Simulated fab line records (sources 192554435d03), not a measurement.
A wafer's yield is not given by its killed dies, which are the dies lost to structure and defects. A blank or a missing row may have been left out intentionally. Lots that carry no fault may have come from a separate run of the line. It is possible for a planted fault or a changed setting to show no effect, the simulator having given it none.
2 desks looking at one fault	flow n5 finfet	numbers are kept per desk, each desk with only its own; the story behind them comes last

== THE METROLOGY DESK ==
What the gauges read for every lot (on any tool): the sampled wafers with a number, averaged. Marked OUT: a lot whose mean sits more than 4 standard deviations from the usual mean, which makes it out of limits; the brackets give that distance.
Columns: A = cd nm at N5_PASSIVATION_CD_MEAS_30, usual 3999.4 nm
lot	first seen here	A
L987	day 12 02:20	4000.2
L990	day 12 23:19	3998.6
L992	day 13 06:04	3999.7
L999	day 14 23:41	3999.6
L997	day 15 00:03	4000.0
L998	day 15 05:55	3998.9
L100	day 15 16:06	3999.1
L101	day 15 23:59	3997.8
L103	day 16 02:46	3997.8
L106	day 16 15:07	3997.4
L989	day 17 19:03	3999.9
Result from this desk: across the 11 lots, nothing is out of limits.

== AT THE TOOL OWNER'S DESK: pvd sputter-02 ==
The tool's own readings at N5_BEOL_M1_SPUTTER_79 (material Cu, target thk 4.5 nm, time 8.29 s): means of the sampled wafers that have a number, for each lot that ran on this tool. Marked OUT: a lot whose mean sits more than 4 standard deviations from the usual mean, which makes it out of limits; the brackets give that distance.
Columns: A = chuck sensor temp C at N5_BEOL_M1_SPUTTER_79, usual -15.9 C; B = substrate temp c at N5_BEOL_M1_SPUTTER_79, usual -20.02 C; C = throttle valve pct at N5_BEOL_M1_SPUTTER_79, usual 29.5 %
lot	first seen here	A	B	C
L987	day 6 15:55	-16.0	-20.09	30.3
L990	day 6 22:05	-16.1	-19.96	29.8
L992	day 7 13:50	-15.9	-19.95	29.7
L989	day 11 09:37	-16.2	-20.03	30.3
Result from this desk: across the 4 lots, nothing is out of limits.

== PUT TOGETHER ==
At the metrology desk, nothing out of limits was observed.
The desk of the tool owner found nothing out of limits.

== WHAT THE SIMULATOR HAD INSERTED ==
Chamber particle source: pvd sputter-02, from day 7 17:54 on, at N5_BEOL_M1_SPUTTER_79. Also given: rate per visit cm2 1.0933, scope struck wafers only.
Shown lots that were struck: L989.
